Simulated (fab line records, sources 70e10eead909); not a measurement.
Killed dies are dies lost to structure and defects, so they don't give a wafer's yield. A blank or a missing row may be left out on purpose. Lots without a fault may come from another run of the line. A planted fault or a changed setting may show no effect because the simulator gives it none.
Which tool did it? | flow nand_harc | 21 lots, 63 wafers sampled, at 6 steps of a route of 1159

WHAT THE GAUGES READ, wafer by wafer
The record holds no reading of a measuring or inspecting step that can be judged against a usual standard deviation.

WHICH TOOL RAN EACH LOT (tool, then ch and the chambers of the sampled wafers, then the start)
lot  | NHARC_A_STAIRCASE_TRIM_22                     | NHARC_A_STAIRCASE_ETCH_23                     | NHARC_A_STAIRCASE_DESCUM_186       | NHARC_A_STAIRCASE_TRIM_193                    | NHARC_A_STAIRCASE_TRIM_224                    | NHARC_A_STAIRCASE_STRIP_238
L075 | rie_diel-06 ch 0,1,3, day 10 20:01 or earlier | rie_diel-06 ch 1,2, day 10 20:01 or earlier   | rie_diel-06 ch 0,1,2, day 10 20:01 | rie_diel-06 ch 0,1, day 11 02:04 or earlier   | rie_diel-06 ch 0,2,3, day 11 02:04 or earlier | plasma_asher-02 ch 1, day 11 02:04
L074 | rie_diel-06 ch 2,3, day 10 21:40 or earlier   | rie_diel-06 ch 0,2, day 10 21:40 or earlier   | rie_diel-06 ch 1,3, day 10 21:40   | rie_diel-06 ch 0,1,3, day 11 04:43 or earlier | rie_diel-02 ch 1,2,3, day 11 04:43 or earlier | plasma_asher-01 ch 0,1, day 11 04:43
L078 | rie_diel-06 ch 0,1,2, day 11 15:08 or earlier | rie_diel-06 ch 0,2,3, day 11 15:08 or earlier | rie_diel-06 ch 1,2,3, day 11 15:08 | rie_diel-06 ch 0,1,2, day 11 22:07 or earlier | rie_diel-02 ch 1,2,3, day 11 22:07 or earlier | plasma_asher-01 ch 0,1, day 11 22:07
L076 | rie_diel-02 ch 0,1,2, day 11 16:13 or earlier | rie_diel-02 ch 1,3, day 11 16:13 or earlier   | rie_diel-06 ch 0,1,3, day 11 16:13 | rie_diel-06 ch 0,2,3, day 11 23:13 or earlier | rie_diel-07 ch 0,2, day 11 23:13 or earlier   | plasma_asher-01 ch 0,1, day 11 23:13
L077 | rie_diel-06 ch 1,2,3, day 11 19:20 or earlier | rie_diel-06 ch 1,2, day 11 19:20 or earlier   | rie_diel-06 ch 0,1,2, day 11 19:20 | rie_diel-06 ch 0,1,2, day 12 01:20 or earlier | rie_diel-02 ch 1,2,3, day 12 01:20 or earlier | plasma_asher-01 ch 0,1, day 12 01:20
L079 | rie_diel-02 ch 0,2, day 12 04:54 or earlier   | rie_diel-02 ch 0,1, day 12 04:54 or earlier   | rie_diel-06 ch 1,3, day 12 04:54   | rie_diel-06 ch 0,3, day 12 10:53 or earlier   | rie_diel-07 ch 0,3, day 12 10:53 or earlier   | plasma_asher-02 ch 0,1, day 12 10:53
L080 | rie_diel-06 ch 0,1,2, day 12 05:32 or earlier | rie_diel-06 ch 0,1,2, day 12 05:32 or earlier | rie_diel-07 ch 2,3, day 12 05:32   | rie_diel-07 ch 1,2,3, day 12 14:08 or earlier | rie_diel-06 ch 0,1,3, day 12 14:08 or earlier | plasma_asher-02 ch 0,1, day 12 14:08
L081 | rie_diel-06 ch 0,1,2, day 12 17:40 or earlier | rie_diel-06 ch 0,1,3, day 12 17:40 or earlier | rie_diel-02 ch 1,2,3, day 12 17:40 | rie_diel-02 ch 0,2, day 13 00:21 or earlier   | rie_diel-02 ch 1,2,3, day 13 00:21 or earlier | plasma_asher-02 ch 0,1, day 13 00:21
L082 | rie_diel-06 ch 2,3, day 13 01:40 or earlier   | rie_diel-06 ch 0,1,2, day 13 01:40 or earlier | rie_diel-02 ch 0,3, day 13 01:40   | rie_diel-02 ch 0,1,3, day 13 09:05 or earlier | rie_diel-02 ch 1,2,3, day 13 09:05 or earlier | plasma_asher-01 ch 0,1, day 13 09:05
L083 | rie_diel-06 ch 0,1,3, day 13 10:06 or earlier | rie_diel-06 ch 0,1,3, day 13 10:06 or earlier | rie_diel-06 ch 1,2,3, day 13 10:06 | rie_diel-06 ch 0,2,3, day 13 16:34 or earlier | rie_diel-07 ch 0,1,3, day 13 16:34 or earlier | plasma_asher-02 ch 0,1, day 13 16:34
L085 | rie_diel-02 ch 1,2,3, day 13 10:23 or earlier | rie_diel-02 ch 1,2, day 13 10:23 or earlier   | rie_diel-07 ch 0,2,3, day 13 10:23 | rie_diel-07 ch 0,2,3, day 13 17:25 or earlier | rie_diel-07 ch 0,1,2, day 13 17:25 or earlier | plasma_asher-02 ch 0,1, day 13 17:25
L084 | rie_diel-06 ch 1,2,3, day 13 10:35 or earlier | rie_diel-06 ch 0,2,3, day 13 10:35 or earlier | rie_diel-02 ch 1,3, day 13 10:35   | rie_diel-02 ch 1,3, day 13 18:26 or earlier   | rie_diel-06 ch 1,2,3, day 13 18:26 or earlier | plasma_asher-02 ch 0,1, day 13 18:26
L087 | rie_diel-06 ch 0,1, day 14 13:59 or earlier   | rie_diel-06 ch 1,2,3, day 14 13:59 or earlier | rie_diel-02 ch 1,2,3, day 14 13:59 | rie_diel-02 ch 2,3, day 14 20:14 or earlier   | rie_diel-06 ch 0,2,3, day 14 20:14 or earlier | plasma_asher-02 ch 0,1, day 14 20:14
L086 | rie_diel-07 ch 0,1,3, day 14 13:40 or earlier | rie_diel-07 ch 1,3, day 14 13:40 or earlier   | rie_diel-07 ch 0,1,2, day 14 13:40 | rie_diel-07 ch 0,1,3, day 14 20:07 or earlier | rie_diel-07 ch 0,1,2, day 14 20:07 or earlier | plasma_asher-01 ch 0,1, day 14 20:07
L088 | rie_diel-06 ch 2,3, day 14 16:08 or earlier   | rie_diel-06 ch 1,2,3, day 14 16:08 or earlier | rie_diel-06 ch 0,3, day 14 16:08   | rie_diel-06 ch 0,1, day 14 22:11 or earlier   | rie_diel-06 ch 2,3, day 14 22:11 or earlier   | plasma_asher-02 ch 1, day 14 22:11
L090 | rie_diel-06 ch 1,2,3, day 15 03:32 or earlier | rie_diel-06 ch 1,2, day 15 03:32 or earlier   | rie_diel-07 ch 1,3, day 15 03:32   | rie_diel-07 ch 0,1,2, day 15 10:24 or earlier | rie_diel-02 ch 1,2,3, day 15 10:24 or earlier | plasma_asher-01 ch 0,1, day 15 10:24
L092 | rie_diel-07 ch 0,2,3, day 15 14:39 or earlier | rie_diel-07 ch 0,2, day 15 14:39 or earlier   | rie_diel-07 ch 0,1, day 15 14:39   | rie_diel-07 ch 0,2,3, day 15 21:43 or earlier | rie_diel-02 ch 2,3, day 15 21:43 or earlier   | plasma_asher-01 ch 0,1, day 15 21:43
L093 | rie_diel-06 ch 0,2,3, day 16 02:37 or earlier | rie_diel-06 ch 0,1, day 16 02:37 or earlier   | rie_diel-02 ch 1,3, day 16 02:37   | rie_diel-02 ch 1,2, day 16 09:09 or earlier   | rie_diel-07 ch 0,1, day 16 09:09 or earlier   | plasma_asher-01 ch 0,1, day 16 09:09
L094 | rie_diel-02 ch 2,3, day 16 03:53 or earlier   | rie_diel-02 ch 1,3, day 16 03:53 or earlier   | rie_diel-02 ch 1,3, day 16 03:53   | rie_diel-02 ch 1,2, day 16 10:53 or earlier   | rie_diel-06 ch 0,1,3, day 16 10:53 or earlier | plasma_asher-01 ch 0,1, day 16 10:53
L095 | rie_diel-06 ch 0,1,2, day 16 15:31 or earlier | rie_diel-06 ch 0,2,3, day 16 15:31 or earlier | rie_diel-02 ch 0,1,3, day 16 15:31 | rie_diel-02 ch 0,1,2, day 16 22:02 or earlier | rie_diel-06 ch 0,1,3, day 16 22:02 or earlier | plasma_asher-02 ch 0,1, day 16 22:02
L097 | rie_diel-06 ch 0,1,2, day 17 06:43 or earlier | rie_diel-06 ch 0,2, day 17 06:43 or earlier   | rie_diel-06 ch 0,2, day 17 06:43   | rie_diel-06 ch 0,1,2, day 17 15:47 or earlier | rie_diel-06 ch 0,2, day 17 15:47 or earlier   | plasma_asher-02 ch 0, day 17 15:47
- NHARC_A_STAIRCASE_TRIM_22: chemistry O2, time 211.2 s.
- NHARC_A_STAIRCASE_ETCH_23: etches the open film in C4F8/O2, target depth 100 nm, time 40.5 s.
- NHARC_A_STAIRCASE_DESCUM_186: chemistry O2, time 3 s.
- NHARC_A_STAIRCASE_TRIM_193: chemistry O2, time 211.2 s.
- NHARC_A_STAIRCASE_TRIM_224: chemistry O2, time 211.2 s.
- NHARC_A_STAIRCASE_STRIP_238: strips in O2.

WHAT THE TOOLS THEMSELVES READ (means of the sampled wafers that have a number; where no wafer has one, the mark that the record gives instead)
NHARC_A_STAIRCASE_TRIM_22. Usual: drypump_motor_current_A 6.1 A, standard deviation 0.34; mfc_ar_sccm 0.018 sccm, standard deviation 0.017; oes_product_au 0.999 a.u., standard deviation 0.0094; rf_vpp_V 57.7 V, standard deviation 0.89; showerhead_plenum_p_Torr 3.54 Torr, standard deviation 0.13; throttle_valve_pct 17.037 %, standard deviation 0.01.
lot  | tool        | drypump_motor_current_A (A) | mfc_ar_sccm (sccm) | oes_product_au (a.u.) | rf_vpp_V (V) | showerhead_plenum_p_Torr (Torr) | throttle_valve_pct (%) | flag
L075 | rie_diel-06 | 6.1                         | 0.029              | 0.996                 | 56.9         | 3.50                            | 17.038                 |
L074 | rie_diel-06 | 5.9                         | 0.011              | 0.994                 | 58.4         | 3.61                            | 17.048                 |
L078 | rie_diel-06 | 6.3                         | 0.024              | 1.004                 | 57.8         | 3.50                            | 17.042                 |
L076 | rie_diel-02 | 6.2                         | 0.000              | 0.999                 | 59.0         | 3.52                            | 17.039                 |
L077 | rie_diel-06 | 6.1                         | 0.020              | 1.000                 | 57.5         | 3.57                            | 17.027                 |
L079 | rie_diel-02 | 6.1                         | 0.000              | 0.982                 | 57.6         | 3.50                            | 17.032                 |
L080 | rie_diel-06 | 6.3                         | 0.024              | 1.005                 | 57.2         | 3.49                            | 17.037                 |
L081 | rie_diel-06 | 6.4                         | 0.024              | 1.004                 | 57.7         | 3.49                            | 17.035                 |
L082 | rie_diel-06 | 6.2                         | 0.006              | 0.988                 | 57.9         | 3.59                            | 17.035                 |
L083 | rie_diel-06 | 6.1                         | 0.029              | 1.009                 | 57.6         | 3.49                            | 17.025                 |
L085 | rie_diel-02 | 6.2                         | 0.000              | 0.994                 | 57.8         | 3.51                            | 17.040                 |
L084 | rie_diel-06 | 6.2                         | 0.020              | 1.004                 | 57.8         | 3.57                            | 17.044                 |
L087 | rie_diel-06 | 6.3                         | 0.033              | 1.009                 | 57.0         | 3.41                            | 17.039                 |
L086 | rie_diel-07 | 5.7                         | 0.024              | 0.993                 | 57.7         | 3.61                            | 17.035                 |
L088 | rie_diel-06 | 6.0                         | 0.011              | 0.992                 | 58.0         | 3.59                            | 17.049                 |
L090 | rie_diel-06 | 6.2                         | 0.020              | 0.997                 | 58.4         | 3.56                            | 17.035                 |
L092 | rie_diel-07 | 5.9                         | 0.010              | 1.000                 | 58.1         | 3.70                            | 17.047                 |
L093 | rie_diel-06 | 6.1                         | 0.015              | 0.997                 | 57.8         | 3.50                            | 17.034                 |
L094 | rie_diel-02 | 6.2                         | 0.000              | 1.002                 | 58.6         | 3.66                            | 17.040                 |
L095 | rie_diel-06 | 6.4                         | 0.024              | 0.997                 | 58.0         | 3.47                            | 17.039                 |
L097 | rie_diel-06 | 6.4                         | 0.024              | 1.003                 | 57.5         | 3.47                            | 17.028                 |

NHARC_A_STAIRCASE_ETCH_23. Usual: oes_product_au 0.942 a.u., standard deviation 0.011; rf_vpp_V 896 V, standard deviation 4.7.
lot  | tool        | oes_product_au (a.u.) | rf_vpp_V (V) | flag
L075 | rie_diel-06 | 0.937                 | 898          |
L074 | rie_diel-06 | 0.966                 | 894          |
L078 | rie_diel-06 | 0.951                 | 896          |
L076 | rie_diel-02 | 0.950                 | 896          |
L077 | rie_diel-06 | 0.922                 | 897          |
L079 | rie_diel-02 | 0.935                 | 896          |
L080 | rie_diel-06 | 0.944                 | 895          |
L081 | rie_diel-06 | 0.950                 | 894          |
L082 | rie_diel-06 | 0.942                 | 895          |
L083 | rie_diel-06 | 0.939                 | 895          |
L085 | rie_diel-02 | 0.925                 | 899          |
L084 | rie_diel-06 | 0.942                 | 895          |
L087 | rie_diel-06 | 0.940                 | 897          |
L086 | rie_diel-07 | 0.952                 | 896          |
L088 | rie_diel-06 | 0.946                 | 898          |
L090 | rie_diel-06 | 0.944                 | 896          |
L092 | rie_diel-07 | 0.950                 | 903          |
L093 | rie_diel-06 | 0.958                 | 893          |
L094 | rie_diel-02 | 0.937                 | 904          |
L095 | rie_diel-06 | 0.933                 | 896          |
L097 | rie_diel-06 | 0.932                 | 895          |

NHARC_A_STAIRCASE_DESCUM_186. Usual: drypump_motor_current_A 6.1 A, standard deviation 0.38; mfc_ar_sccm 0.013 sccm, standard deviation 0.017; oes_product_au 0.998 a.u., standard deviation 0.011; rf_vpp_V 57.8 V, standard deviation 0.97; showerhead_plenum_p_Torr 1.94 Torr, standard deviation 0.087; throttle_valve_pct 11.311 %, standard deviation 0.0095.
lot  | tool        | drypump_motor_current_A (A) | mfc_ar_sccm (sccm) | oes_product_au (a.u.) | rf_vpp_V (V) | showerhead_plenum_p_Torr (Torr) | throttle_valve_pct (%) | flag
L075 | rie_diel-06 | 6.3                         | 0.024              | 0.993                 | 58.1         | 1.89                            | 11.312                 |
L074 | rie_diel-06 | 5.9                         | 0.026              | 0.996                 | 57.4         | 1.94                            | 11.311                 |
L078 | rie_diel-06 | 6.1                         | 0.020              | 0.995                 | 58.3         | 1.94                            | 11.308                 |
L076 | rie_diel-06 | 6.1                         | 0.029              | 1.014                 | 58.0         | 1.90                            | 11.304                 |
L077 | rie_diel-06 | 6.3                         | 0.024              | 0.999                 | 56.7         | 1.89                            | 11.301                 |
L079 | rie_diel-06 | 5.9                         | 0.026              | 0.998                 | 57.0         | 1.94                            | 11.306                 |
L080 | rie_diel-07 | 5.8                         | 0.000              | 1.002                 | 58.7         | 2.04                            | 11.313                 |
L081 | rie_diel-02 | 6.3                         | 0.000              | 0.986                 | 56.7         | 1.91                            | 11.304                 |
L082 | rie_diel-02 | 5.7                         | 0.000              | 0.989                 | 56.7         | 1.76                            | 11.320                 |
L083 | rie_diel-06 | 6.1                         | 0.020              | 0.999                 | 57.3         | 1.93                            | 11.314                 |
L085 | rie_diel-07 | 5.9                         | 0.010              | 0.998                 | 58.4         | 2.02                            | 11.318                 |
L084 | rie_diel-02 | 6.2                         | 0.000              | 0.989                 | 57.2         | 1.85                            | 11.308                 |
L087 | rie_diel-02 | 6.3                         | 0.000              | 0.980                 | 57.0         | 1.90                            | 11.309                 |
L086 | rie_diel-07 | 5.9                         | 0.024              | 1.005                 | 58.1         | 1.98                            | 11.311                 |
L088 | rie_diel-06 | 5.9                         | 0.020              | 0.995                 | 58.1         | 1.90                            | 11.314                 |
L090 | rie_diel-07 | 5.5                         | 0.014              | 0.997                 | 57.1         | 1.96                            | 11.315                 |
L092 | rie_diel-07 | 6.0                         | 0.034              | 1.005                 | 58.1         | 1.96                            | 11.306                 |
L093 | rie_diel-02 | 6.1                         | 0.000              | 1.000                 | 57.0         | 2.04                            | 11.302                 |
L094 | rie_diel-02 | 6.4                         | 0.001              | 1.007                 | 58.0         | 2.02                            | 11.317                 |
L095 | rie_diel-02 | 6.1                         | 0.000              | 0.990                 | 57.5         | 2.05                            | 11.302                 |
L097 | rie_diel-06 | 6.4                         | 0.009              | 0.990                 | 57.4         | 1.90                            | 11.305                 |

NHARC_A_STAIRCASE_TRIM_193. Usual: drypump_motor_current_A 6.1 A, standard deviation 0.37; mfc_ar_sccm 0.014 sccm, standard deviation 0.017; oes_product_au 1.000 a.u., standard deviation 0.012; rf_vpp_V 58.0 V, standard deviation 0.88; showerhead_plenum_p_Torr 3.57 Torr, standard deviation 0.15; throttle_valve_pct 17.037 %, standard deviation 0.0085.
lot  | tool        | drypump_motor_current_A (A) | mfc_ar_sccm (sccm) | oes_product_au (a.u.) | rf_vpp_V (V) | showerhead_plenum_p_Torr (Torr) | throttle_valve_pct (%) | flag
L075 | rie_diel-06 | 6.3                         | 0.038              | 0.999                 | 57.5         | 3.47                            | 17.040                 |
L074 | rie_diel-06 | 6.1                         | 0.029              | 1.001                 | 58.0         | 3.50                            | 17.030                 |
L078 | rie_diel-06 | 6.3                         | 0.024              | 1.008                 | 58.1         | 3.49                            | 17.038                 |
L076 | rie_diel-06 | 6.2                         | 0.015              | 0.999                 | 57.0         | 3.52                            | 17.033                 |
L077 | rie_diel-06 | 6.4                         | 0.024              | 0.999                 | 57.0         | 3.49                            | 17.042                 |
L079 | rie_diel-06 | 6.1                         | 0.024              | 1.005                 | 57.5         | 3.45                            | 17.032                 |
L080 | rie_diel-07 | 5.7                         | 0.014              | 1.005                 | 58.1         | 3.65                            | 17.050                 |
L081 | rie_diel-02 | 6.1                         | 0.000              | 0.982                 | 57.8         | 3.49                            | 17.033                 |
L082 | rie_diel-02 | 6.1                         | 0.000              | 0.986                 | 57.4         | 3.41                            | 17.040                 |
L083 | rie_diel-06 | 6.2                         | 0.015              | 1.003                 | 57.5         | 3.52                            | 17.040                 |
L085 | rie_diel-07 | 5.9                         | 0.010              | 1.007                 | 58.8         | 3.71                            | 17.036                 |
L084 | rie_diel-02 | 6.2                         | 0.000              | 0.988                 | 56.8         | 3.40                            | 17.036                 |
L087 | rie_diel-02 | 6.0                         | 0.000              | 0.994                 | 57.4         | 3.38                            | 17.031                 |
L086 | rie_diel-07 | 5.8                         | 0.024              | 1.001                 | 58.4         | 3.61                            | 17.037                 |
L088 | rie_diel-06 | 6.3                         | 0.033              | 1.006                 | 57.3         | 3.41                            | 17.043                 |
L090 | rie_diel-07 | 5.9                         | 0.024              | 1.014                 | 58.8         | 3.63                            | 17.039                 |
L092 | rie_diel-07 | 6.0                         | 0.010              | 1.004                 | 58.8         | 3.70                            | 17.033                 |
L093 | rie_diel-02 | 6.4                         | 0.000              | 1.003                 | 58.5         | 3.61                            | 17.032                 |
L094 | rie_diel-02 | 6.6                         | 0.001              | 1.006                 | 58.0         | 3.64                            | 17.033                 |
L095 | rie_diel-02 | 6.2                         | 0.000              | 0.997                 | 57.6         | 3.69                            | 17.039                 |
L097 | rie_diel-06 | 6.4                         | 0.024              | 0.997                 | 58.3         | 3.47                            | 17.041                 |

NHARC_A_STAIRCASE_TRIM_224. Usual: drypump_motor_current_A 6.1 A, standard deviation 0.38; mfc_ar_sccm 0.015 sccm, standard deviation 0.017; oes_product_au 0.999 a.u., standard deviation 0.011; rf_vpp_V 57.9 V, standard deviation 0.95; showerhead_plenum_p_Torr 3.54 Torr, standard deviation 0.15; throttle_valve_pct 17.037 %, standard deviation 0.0087.
lot  | tool        | drypump_motor_current_A (A) | mfc_ar_sccm (sccm) | oes_product_au (a.u.) | rf_vpp_V (V) | showerhead_plenum_p_Torr (Torr) | throttle_valve_pct (%) | flag
L075 | rie_diel-06 | 6.2                         | 0.015              | 0.998                 | 58.2         | 3.53                            | 17.033                 |
L074 | rie_diel-02 | 6.3                         | 0.000              | 0.989                 | 58.5         | 3.53                            | 17.039                 |
L078 | rie_diel-02 | 6.3                         | 0.000              | 0.996                 | 58.7         | 3.52                            | 17.044                 |
L076 | rie_diel-07 | 6.2                         | 0.020              | 1.010                 | 58.1         | 3.71                            | 17.035                 |
L077 | rie_diel-02 | 6.3                         | 0.000              | 0.994                 | 58.2         | 3.52                            | 17.029                 |
L079 | rie_diel-07 | 6.0                         | 0.020              | 0.996                 | 58.1         | 3.68                            | 17.039                 |
L080 | rie_diel-06 | 6.2                         | 0.029              | 1.013                 | 57.8         | 3.49                            | 17.032                 |
L081 | rie_diel-02 | 6.3                         | 0.000              | 0.990                 | 58.1         | 3.52                            | 17.035                 |
L082 | rie_diel-02 | 6.3                         | 0.000              | 0.993                 | 58.5         | 3.51                            | 17.043                 |
L083 | rie_diel-07 | 5.8                         | 0.024              | 1.006                 | 57.6         | 3.62                            | 17.032                 |
L085 | rie_diel-07 | 6.0                         | 0.024              | 1.002                 | 58.7         | 3.64                            | 17.028                 |
L084 | rie_diel-06 | 6.2                         | 0.020              | 1.000                 | 57.7         | 3.56                            | 17.043                 |
L087 | rie_diel-06 | 6.1                         | 0.015              | 1.002                 | 57.2         | 3.51                            | 17.043                 |
L086 | rie_diel-07 | 5.9                         | 0.024              | 1.003                 | 58.3         | 3.64                            | 17.046                 |
L088 | rie_diel-06 | 6.2                         | 0.006              | 0.995                 | 59.2         | 3.58                            | 17.042                 |
L090 | rie_diel-02 | 6.3                         | 0.000              | 1.001                 | 58.3         | 3.69                            | 17.026                 |
L092 | rie_diel-02 | 6.1                         | 0.000              | 0.996                 | 57.7         | 3.66                            | 17.040                 |
L093 | rie_diel-07 | 6.0                         | 0.034              | 1.004                 | 57.3         | 3.60                            | 17.031                 |
L094 | rie_diel-06 | 6.1                         | 0.029              | 1.009                 | 57.4         | 3.47                            | 17.043                 |
L095 | rie_diel-06 | 6.1                         | 0.029              | 0.997                 | 58.1         | 3.47                            | 17.036                 |
L097 | rie_diel-06 | 6.4                         | 0.009              | 0.984                 | 57.7         | 3.49                            | 17.045                 |

NHARC_A_STAIRCASE_STRIP_238. Usual: drypump_motor_current_A 5.9 A, standard deviation 0.4; heater_power_w 304 W, standard deviation 19.
lot  | tool            | drypump_motor_current_A (A) | heater_power_w (W) | flag
L075 | plasma_asher-02 | 5.9                         | 279                |
L074 | plasma_asher-01 | 5.8                         | 301                |
L078 | plasma_asher-01 | 5.8                         | 291                |
L076 | plasma_asher-01 | 5.9                         | 298                |
L077 | plasma_asher-01 | 5.8                         | 296                |
L079 | plasma_asher-02 | 6.0                         | 301                |
L080 | plasma_asher-02 | 6.2                         | 316                |
L081 | plasma_asher-02 | 6.0                         | 296                |
L082 | plasma_asher-01 | 5.6                         | 307                |
L083 | plasma_asher-02 | 6.2                         | 316                |
L085 | plasma_asher-02 | 6.0                         | 295                |
L084 | plasma_asher-02 | 6.0                         | 299                |
L087 | plasma_asher-02 | 6.0                         | 300                |
L086 | plasma_asher-01 | 5.8                         | 307                |
L088 | plasma_asher-02 | 5.8                         | 281                |
L090 | plasma_asher-01 | 5.6                         | 307                |
L092 | plasma_asher-01 | 5.6                         | 310                |
L093 | plasma_asher-01 | 5.6                         | 309                |
L094 | plasma_asher-01 | 5.8                         | 303                |
L095 | plasma_asher-02 | 6.2                         | 306                |
L097 | plasma_asher-02 | 6.4                         | 318                |

THE ANSWER, worked out from the rows above alone
Rule: a lot is off if the mean of its wafers that have a number lies more than 3 standard deviations from the usual mean. A lot without any number at a reading at which 4 lots or more have one is off too. The other lots that the step has rows for count as sound. The gauges are gone through in route order, then the tools' own readings, and for those a lot's mean is taken as printed above. The first step at which some lot is off is used, and at that step the reading that is off furthest; a lot without a number counts as furthest.
No lot is off at any reading shown: from this, nothing can be told.

WHAT THE SIMULATOR HAD PUT IN
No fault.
